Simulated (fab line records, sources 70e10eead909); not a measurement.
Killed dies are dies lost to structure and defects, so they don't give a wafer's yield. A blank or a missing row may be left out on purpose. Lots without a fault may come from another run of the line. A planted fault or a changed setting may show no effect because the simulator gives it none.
Which tool did it? | flow nand_harc | 6 lots, 17 wafers sampled, at 5 steps of a route of 1302

WHAT THE GAUGES READ, wafer by wafer
NHARC_END_SORT_01.
lot  | measured     | on        | killed_at_array
L366 | day 25 13:01 | prober-01 | 45 47 44
L368 | day 27 00:16 | prober-01 | 85 95 82
L371 | day 27 08:58 | prober-01 | 73 80 64
L373 | day 28 15:47 | prober-01 | 53 44 43
L379 | day 30 21:34 | prober-02 | 82 81
L387 | day 33 15:01 | prober-02 | 50 43 42

WHICH TOOL RAN EACH LOT (tool, then ch and the chambers of the sampled wafers, then the start)
lot  | NHARC_A_SGD_CUT_ETCH_58            | NHARC_A_SLIT_SOFTBAKE_04          | NHARC_A_SLIT_ETCH_24               | NHARC_A_SLIT_ETCH_15
L366 | rie_diel-05 ch 0,2,3, day 20 00:25 | litho_track-04 ch 0, day 20 12:00 | rie_diel-06 ch 1,2,3, day 20 13:23 | rie_diel-06 ch 0,3, day 25 13:01 or earlier
L368 | rie_diel-12 ch 0,2,3, day 21 17:58 | litho_track-04 ch 0, day 22 06:00 | rie_diel-13 ch 0,1,3, day 22 07:08 | rie_diel-13 ch 0,2, day 27 00:16 or earlier
L371 | rie_diel-12 ch 0,1,2, day 22 04:51 | litho_track-04 ch 0, day 22 17:00 | rie_diel-06 ch 1,2,3, day 22 17:54 | rie_diel-06 ch 0,2,3, day 27 08:58 or earlier
L373 | rie_diel-12 ch 0,2, day 23 07:53   | litho_track-04 ch 0, day 23 19:00 | rie_diel-03 ch 0,1,2, day 23 20:41 | rie_diel-03 ch 0,1,2, day 28 15:47 or earlier
L379 | rie_diel-02 ch 0,2, day 25 15:22   | litho_track-06 ch 0, day 26 03:00 | rie_diel-03 ch 0,3, day 26 04:02   | rie_diel-03 ch 2,3, day 30 21:34 or earlier
L387 | rie_diel-12 ch 1,2,3, day 28 12:47 | litho_track-01 ch 0, day 29 00:00 | rie_diel-03 ch 0,1,2, day 29 00:46 | rie_diel-03 ch 0,2,3, day 33 15:01 or earlier
- NHARC_A_SGD_CUT_ETCH_58: etches the open film in CF4, target depth 39 nm, time 65 s.
- NHARC_A_SLIT_SOFTBAKE_04: time 55 s.
- NHARC_A_SLIT_ETCH_24: etches the open film in CF4/CHF3, target depth 121 nm, time 60.5 s.
- NHARC_A_SLIT_ETCH_15: etches the open film in O2/COS, target depth 6200 nm, time 1612 s.

THE ANSWER, worked out from the rows above alone
Rule: what is usual is taken from the lots themselves. Put in order of their means at a reading, lots are off if they are a third of the lots or fewer, leave a main group of 4 or more, and stand apart from it by a gap of 3 or more times the standard deviation of the main group's means; of several such gaps the widest counts. A main group whose means are all the same, to the digits that the tables above print for the reading, isn't used. A lot without any number at a reading at which 4 lots or more have one is off too. The other lots that the step has rows for count as sound.
No lot is off at any reading shown: from this, nothing can be told.

WHAT THE SIMULATOR HAD PUT IN
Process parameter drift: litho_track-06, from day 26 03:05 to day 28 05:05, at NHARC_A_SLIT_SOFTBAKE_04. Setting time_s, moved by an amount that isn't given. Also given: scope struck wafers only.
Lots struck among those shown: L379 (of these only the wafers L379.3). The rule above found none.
